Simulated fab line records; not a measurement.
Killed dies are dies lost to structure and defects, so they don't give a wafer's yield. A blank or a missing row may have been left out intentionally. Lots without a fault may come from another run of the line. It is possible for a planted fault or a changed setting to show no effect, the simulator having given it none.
What tool caused it? ; flow nand_harc ; 18 wafers from 6 lots sampled at 3 of the route's 1302 steps

WHAT THE GAUGES SHOWED, per wafer
NHARC_A_WL_FILL_INSPECT_15.
lot;measured;on;raw_defect_count
L828;day 24 02:13;defect_inspect-01;437 539 492
L834;day 27 09:12;defect_inspect-01;376 353 466
L836;day 27 22:38;defect_inspect-01;477 518 710
L839;day 28 13:32;defect_inspect-01;543 720 672
L840;day 30 00:05;defect_inspect-02;419 440 483
L843;day 30 21:13;defect_inspect-02;599 690 577

EACH LOT AND THE TOOL THAT RAN IT (in order: tool; ch and the chambers of the sampled wafers; start)
lot;NHARC_A_WL_FILL_ALD_10;NHARC_A_WL_FILL_CVD_20
L828;ald_hk-01 ch 0,1, day 23 15:08;cvd_w-02 ch 1, day 24 02:13 or earlier
L834;ald_hk-02 ch 1,2, day 26 22:32;cvd_w-01 ch 0,1, day 27 09:12 or earlier
L836;ald_hk-03 ch 0,3, day 27 11:26;cvd_w-02 ch 0,1, day 27 22:38 or earlier
L839;ald_hk-02 ch 0,2,3, day 28 02:55;cvd_w-02 ch 1, day 28 13:32 or earlier
L840;ald_hk-01 ch 2,3, day 29 12:52;cvd_w-01 ch 0,1, day 30 00:05 or earlier
L843;ald_hk-01 ch 0,1,2, day 30 10:00;cvd_w-02 ch 0,1, day 30 21:13 or earlier
- NHARC_A_WL_FILL_ALD_10: deposits SiO2, target thk 50 nm, pulse time 10 s, ald cycles 500.
- NHARC_A_WL_FILL_CVD_20: deposits W, target thk 100 nm, time 74 s.

THE ANSWER, worked out from the rows above alone
Rule: the lots themselves supply what counts as usual. The widest of any qualifying gaps counts: lots, ordered by their means at a reading, are off when they make up no more than a third of the lots, leave a main group of 4 or more, and stand apart from it by 3 or more times the standard deviation of that group's means. The tables above print the reading to a certain number of digits; a main group whose means all agree to those digits is not used. Also off: a lot with no number at a reading for which 4 or more lots have one. Where the step has rows for the other lots, those lots are counted as sound.
None of the lots is off at any reading shown; this tells nothing.

WHAT THE SIMULATOR HAD INSERTED
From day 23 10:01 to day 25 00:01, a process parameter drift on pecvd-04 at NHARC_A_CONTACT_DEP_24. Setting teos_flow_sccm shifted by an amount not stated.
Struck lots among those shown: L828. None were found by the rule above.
